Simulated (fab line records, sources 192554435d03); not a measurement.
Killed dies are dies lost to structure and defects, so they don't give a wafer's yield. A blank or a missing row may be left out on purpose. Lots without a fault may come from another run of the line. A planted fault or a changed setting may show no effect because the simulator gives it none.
A struck lot beside a sound one | flow n5_finfet | 20 steps out of a route of 1938
Sound: wafers L421.3, L421.4, L421.6. Struck: wafers L439.2, L439.4, L439.6. The cause comes at the end.
At each step with rows: each side's tool, then ch and its chambers, then its first start. Under that, the readings that differ: sound wafers | struck wafers | difference of the means | sigmas: that difference in standard deviations of wafers without a fault.
alike: readings whose means differ by less than 2 such deviations, and words and numbers that are the same on both sides. not compared: withheld readings, readings that some wafer has no value for, bounds like >300 that may hide the same value, and numbers for which the record gives no deviation and whose values overlap.
The two part at a step that has a row with sigmas, a row that says differs or no value, or rows on one side only. Numbers that don't overlap but have no deviation are shown without sigmas and don't part them. A reading that every wafer of one side lacks parts them only if that side has two wafers or more.

first, 1 step without rows for these wafers: N5_MIM_TOP_LITHO_HARDBAKE_09 (time 120 s).
N5_MIM_TOP_LITHO_CD_MEAS_08: target cd 2000 nm.
  sound on cd_sem-02 ch 0, day 12 11:34; struck on cd_sem-03 ch 0, day 16 22:23
  alike: cd_nm
N5_MIM_TOP_LITHO_OVL_MEAS_11:
  sound on overlay-02 ch 0, day 12 11:35; struck on overlay-01 ch 0, day 16 22:25
  alike: MIM_TOP_OVL
N5_MIM_TOP_LITHO_INSPECT_12: inspects for defects (macro).
  sound on defect_inspect-01, day 12 11:37; struck on defect_inspect-01, day 16 22:26
  alike: raw_defect_count
N5_MIM_TOP_LITHO_DESCUM_10: chemistry O2, time 7.9 s.
  sound on rie_diel-03 ch 0,1,2, day 12 11:38; struck on rie_diel-03 ch 1,3, day 16 22:28
  alike: drypump_motor_current_A, oes_product_au, rf_vpp_V, showerhead_plenum_p_Torr, temp_c, throttle_valve_pct
  not compared: rf_hours_counter_h
N5_MIM_TOP_ETCH_ETCH_00: etches TiN in Cl2/BCl3, target depth 38.5 nm.
  sound on rie_metal-03 ch 0,1, day 12 11:46; struck on rie_metal-01 ch 0,1, day 16 22:33
  alike: bias_w, drypump_motor_current_A, mfc_cl2_sccm, oes_product_au, throttle_valve_pct
  not compared: rf_hours_counter_h
N5_MIM_TOP_ETCH_STRIP_01: strips in O2.
  sound on rie_diel-05 ch 1,2, day 12 11:53; struck on rie_diel-05 ch 1,2, day 16 22:42
  alike: drypump_motor_current_A, oes_product_au, rf_vpp_V, showerhead_plenum_p_Torr, temp_c, throttle_valve_pct
  not compared: rf_hours_counter_h
N5_MIM_TOP_ETCH_PECVD_03: deposits SiNx from SiH4/NH3/N2, target thk 20 nm, time 17.6 s.
  sound on pecvd-01 ch 0,2, day 12 11:56; struck on pecvd-01 ch 0,1,2, day 16 22:46
  alike: heater_power_outer_w, heater_power_w, showerhead_plenum_p_Torr, showerhead_vpp_V, throttle_valve_pct
then, 4 steps without rows for these wafers: N5_MIM_BOT_LITHO_HMDS_01 (time 60 s); N5_MIM_BOT_LITHO_COAT_02; N5_MIM_BOT_LITHO_EBR_04; N5_MIM_BOT_LITHO_SOFTBAKE_03 (time 90 s).
N5_MIM_BOT_LITHO_EXPOSE_05: exposes mask MIM BOT.
  sound on krf_scanner-01 ch 0, day 12 12:08; struck on krf_scanner-02 ch 0, day 16 23:04
  reading                               | sound          | struck            | difference | sigmas
  model.MIM_BOT_LITHO.overlay_x_nm (nm) | -0.6 -0.6 -0.6 | 565.6 565.6 565.6 | +566.2     |
  alike: mask
then, 3 steps without rows for these wafers: N5_MIM_BOT_LITHO_PEB_06; N5_MIM_BOT_LITHO_DEVELOP_07 (develop time 60 s); N5_MIM_BOT_LITHO_HARDBAKE_09 (time 120 s).
N5_MIM_BOT_LITHO_CD_MEAS_08: target cd 3000 nm.
  sound on cd_sem-01 ch 0, day 12 12:18; struck on cd_sem-02 ch 0, day 16 23:14
  alike: cd_nm
N5_MIM_BOT_LITHO_OVL_MEAS_11:
  sound on overlay-01 ch 0, day 12 12:20; struck on overlay-02 ch 0, day 16 23:16
  reading          | sound  | struck      | difference | sigmas
  MIM_BOT_OVL (nm) | 1 0 -1 | 563 566 564 | +564       | +99 or more
N5_MIM_BOT_LITHO_INSPECT_12: inspects for defects (macro).
  sound on defect_inspect-01, day 12 12:21; struck on defect_inspect-01, day 16 23:18
  alike: raw_defect_count
then, 1 step without rows for these wafers: N5_PASSIVATION_PROBE_49.

WHERE THEY PART
Only at N5_MIM_BOT_LITHO_OVL_MEAS_11, within this record. Later steps at which nothing parts them and some readings are alike: N5_MIM_BOT_LITHO_INSPECT_12.

WHY: what the simulator had put in
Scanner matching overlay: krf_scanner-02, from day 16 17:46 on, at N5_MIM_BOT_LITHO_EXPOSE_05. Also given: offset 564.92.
